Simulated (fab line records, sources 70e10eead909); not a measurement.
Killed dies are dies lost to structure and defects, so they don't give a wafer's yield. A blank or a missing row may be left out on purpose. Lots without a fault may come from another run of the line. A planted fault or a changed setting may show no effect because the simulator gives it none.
Which tool did it? | flow nand_harc | 13 lots, 39 wafers sampled, at 6 steps of a route of 1302

WHAT THE GAUGES READ, wafer by wafer
NHARC_P_ZERO_WELL_CD_MEAS_52: target cd 2000 nm. Usual: cd_nm 2000.0 nm, standard deviation 1.2.
lot  | measured     | on        | cd_nm (nm)           | flag
L282 | day 2 01:41  | cd_sem-02 | 2001.4 1998.8 2000.7 |
L284 | day 2 21:56  | cd_sem-02 | 2000.2 1999.7 2000.0 |
L285 | day 3 07:44  | cd_sem-02 | 2000.2 2000.3 1999.9 |
L286 | day 3 17:47  | cd_sem-03 | 2000.3 1999.4 1999.2 |
L288 | day 4 13:47  | cd_sem-02 | 1999.5 2000.9 2000.7 |
L290 | day 5 09:39  | cd_sem-01 | 2001.2 2000.8 2001.7 |
L297 | day 8 07:41  | cd_sem-01 | 2001.5 2001.1 2001.8 |
L299 | day 9 03:45  | cd_sem-03 | 1998.7 2000.5 1999.3 |
L300 | day 9 13:36  | cd_sem-01 | 1999.8 1999.6 2000.9 |
L301 | day 9 23:40  | cd_sem-02 | 1997.2 1999.1 1999.6 |
L302 | day 10 10:35 | cd_sem-02 | 1998.1 1998.6 1998.3 |
L303 | day 10 19:39 | cd_sem-01 | 1999.4 1999.4 2000.6 |
L305 | day 11 16:01 | cd_sem-02 | 2000.4 2000.3 1999.4 |

NHARC_P_GATE_CD_MEAS_11: target cd 1640 nm. Usual: cd_nm 1640.7 nm, standard deviation 1.2.
lot  | measured     | on        | cd_nm (nm)           | flag
L282 | day 4 06:28  | cd_sem-01 | 1641.3 1643.3 1640.5 |
L284 | day 5 05:01  | cd_sem-01 | 1640.1 1641.6 1639.5 |
L285 | day 5 15:59  | cd_sem-02 | 1639.6 1640.9 1640.4 |
L286 | day 5 22:32  | cd_sem-03 | 1643.6 1642.7 1642.5 |
L288 | day 6 21:57  | cd_sem-03 | 1641.6 1639.7 1640.5 |
L290 | day 7 18:27  | cd_sem-03 | - - -                | OFF
L297 | day 10 15:00 | cd_sem-03 | 1637.5 1638.3 1638.8 |
L299 | day 11 16:49 | cd_sem-03 | 1638.4 1640.7 1639.0 |
L300 | day 12 05:46 | cd_sem-01 | 1641.2 1641.6 1640.5 |
L301 | day 12 21:05 | cd_sem-03 | 1642.2 1640.7 1640.3 |
L302 | day 12 21:15 | cd_sem-01 | 1642.2 1643.0 1642.7 |
L303 | day 12 21:25 | cd_sem-03 | 1641.0 1639.4 1639.5 |
L305 | day 13 22:01 | cd_sem-02 | 1641.4 1642.0 1640.9 |

NHARC_P_GATE_CD_MEAS_26: target cd 120 nm. Usual: cd_nm 120.0 nm, standard deviation 0.48.
lot  | measured     | on        | cd_nm (nm)        | flag
L282 | day 4 21:00  | cd_sem-02 | 120.3 120.8 119.9 |
L284 | day 5 18:48  | cd_sem-02 | 120.0 120.2 119.8 |
L285 | day 6 10:09  | cd_sem-02 | 119.4 119.7 120.2 |
L286 | day 6 14:29  | cd_sem-01 | 120.7 119.8 119.9 |
L288 | day 7 11:47  | cd_sem-02 | 119.4 119.8 119.6 |
L290 | day 8 10:26  | cd_sem-01 | 119.5 119.6 119.6 |
L297 | day 11 11:53 | cd_sem-01 | 120.1 121.0 120.0 |
L299 | day 12 06:59 | cd_sem-02 | 119.6 119.7 119.6 |
L300 | day 12 23:04 | cd_sem-01 | 120.1 120.2 120.1 |
L301 | day 13 11:38 | cd_sem-01 | 119.7 119.9 119.6 |
L302 | day 13 10:52 | cd_sem-02 | 119.7 119.7 120.1 |
L303 | day 13 11:01 | cd_sem-01 | 120.6 119.9 120.3 |
L305 | day 14 13:41 | cd_sem-03 | 120.2 119.7 119.6 |

NHARC_END_SORT_01. Usual: killed_at_array 52, standard deviation 16; killed_at_other 0.8, standard deviation 1.1; killed_at_periphery 4.2, standard deviation 2.5; killed_dies 57, standard deviation 16; killed_open 3.4, standard deviation 2; killed_short 2.6, standard deviation 1.6.
lot  | measured     | on        | killed_at_array | killed_at_other | killed_at_periphery | killed_dies | killed_open | killed_short | flag
L290 | day 27 10:19 | prober-02 | 58 42 45        | 5 5 4           | 614 630 628         | 677 677 677 | 3 3 7       | 3 2 6        | OFF

WHICH TOOL RAN EACH LOT (tool, then ch and the chambers of the sampled wafers, then the start)
lot  | NHARC_P_STI_CMP_21            | NHARC_P_GATE_EXPOSE_08
L282 | cmp-02 ch 0,1, day 3 14:10    | krf_scanner-01 ch 0, day 4 06:19
L284 | cmp-03 ch 0,1,2, day 4 11:25  | krf_scanner-03 ch 0, day 5 04:52
L285 | cmp-04 ch 0,2,3, day 4 23:01  | krf_scanner-03 ch 0, day 5 15:50
L286 | cmp-02 ch 0,2, day 5 06:07    | krf_scanner-01 ch 0, day 5 22:23
L288 | cmp-02 ch 0,3, day 6 03:43    | krf_scanner-03 ch 0, day 6 21:47
L290 | cmp-02 ch 1,3, day 7 01:40    | krf_scanner-03 ch 0, day 7 18:17
L297 | cmp-02 ch 0,1,2, day 9 20:34  | krf_scanner-03 ch 0, day 10 14:50
L299 | cmp-04 ch 1,2,3, day 10 18:37 | krf_scanner-03 ch 0, day 11 16:39
L300 | cmp-04 ch 0,1,3, day 11 13:16 | krf_scanner-03 ch 0, day 12 05:37
L301 | cmp-03 ch 1,2, day 12 05:11   | krf_scanner-03 ch 0, day 12 20:56
L302 | cmp-04 ch 2,3, day 12 05:02   | krf_scanner-01 ch 0, day 12 21:05
L303 | cmp-02 ch 0,1,3, day 12 05:05 | krf_scanner-02 ch 0, day 12 21:15
L305 | cmp-03 ch 0,2,3, day 13 05:14 | krf_scanner-03 ch 0, day 13 21:52
- NHARC_P_STI_CMP_21: polishes, t overpolish 20 s, target thk 380.67 nm.
- NHARC_P_GATE_EXPOSE_08: exposes mask P HV.

WHAT THE TOOLS THEMSELVES READ (means of the sampled wafers that have a number; where no wafer has one, the mark that the record gives instead)
NHARC_P_STI_CMP_21. Usual: motor_current_A 11.4 A, standard deviation 0.88; overpolish_run_s 20.002 s, standard deviation 0.0095.
lot  | tool   | motor_current_A (A) | overpolish_run_s (s) | flag
L282 | cmp-02 | 11.9                | 20.003               |
L284 | cmp-03 | 11.0                | 20.004               |
L285 | cmp-04 | 11.3                | 19.997               |
L286 | cmp-02 | 10.6                | 19.995               |
L288 | cmp-02 | 12.1                | 19.994               |
L290 | cmp-02 | 12.3                | 19.998               |
L297 | cmp-02 | 11.6                | 19.999               |
L299 | cmp-04 | 11.2                | 20.001               |
L300 | cmp-04 | 11.6                | 20.006               |
L301 | cmp-03 | 10.9                | 20.002               |
L302 | cmp-04 | 11.1                | 20.004               |
L303 | cmp-02 | 12.2                | 20.000               |
L305 | cmp-03 | 11.1                | 20.001               |

NHARC_P_GATE_EXPOSE_08. Usual: reticle_temp_C 22.96 C, standard deviation 0.1; stage_vel_mm_s 500.01 mm/s, standard deviation 0.24.
lot  | tool           | reticle_temp_C (C) | stage_vel_mm_s (mm/s) | flag
L282 | krf_scanner-01 | 22.88              | 499.76                |
L284 | krf_scanner-03 | 23.06              | 500.38                |
L285 | krf_scanner-03 | 22.94              | 499.85                |
L286 | krf_scanner-01 | 23.08              | 499.95                |
L288 | krf_scanner-03 | 22.94              | 500.15                |
L290 | krf_scanner-03 | 22.98              | 499.86                |
L297 | krf_scanner-03 | 22.92              | 499.72                |
L299 | krf_scanner-03 | 22.89              | 499.95                |
L300 | krf_scanner-03 | 22.95              | 499.90                |
L301 | krf_scanner-03 | 23.13              | 499.94                |
L302 | krf_scanner-01 | 23.08              | 500.14                |
L303 | krf_scanner-02 | 22.87              | 499.99                |
L305 | krf_scanner-03 | 23.07              | 500.06                |

THE ANSWER, worked out from the rows above alone
Rule: a lot is off if the mean of its wafers that have a number lies more than 3 standard deviations from the usual mean. A lot without any number at a reading at which 4 lots or more have one is off too. The other lots that the step has rows for count as sound. The gauges are gone through in route order, then the tools' own readings, and for those a lot's mean is taken as printed above. The first step at which some lot is off is used, and at that step the reading that is off furthest; a lot without a number counts as furthest.
Off: L290, at NHARC_P_GATE_CD_MEAS_11 (cd_nm). Without a number there: L290.
A tool fits if, at a process step before that reading, it ran every lot that is off, and no sound lot after the first of them. The gauges at NHARC_P_GATE_CD_MEAS_11 aren't tried: what is off there is off at NHARC_END_SORT_01 too, on other tools, and a gauge's error can't cause that. None of those tried fits.

WHAT THE SIMULATOR HAD PUT IN
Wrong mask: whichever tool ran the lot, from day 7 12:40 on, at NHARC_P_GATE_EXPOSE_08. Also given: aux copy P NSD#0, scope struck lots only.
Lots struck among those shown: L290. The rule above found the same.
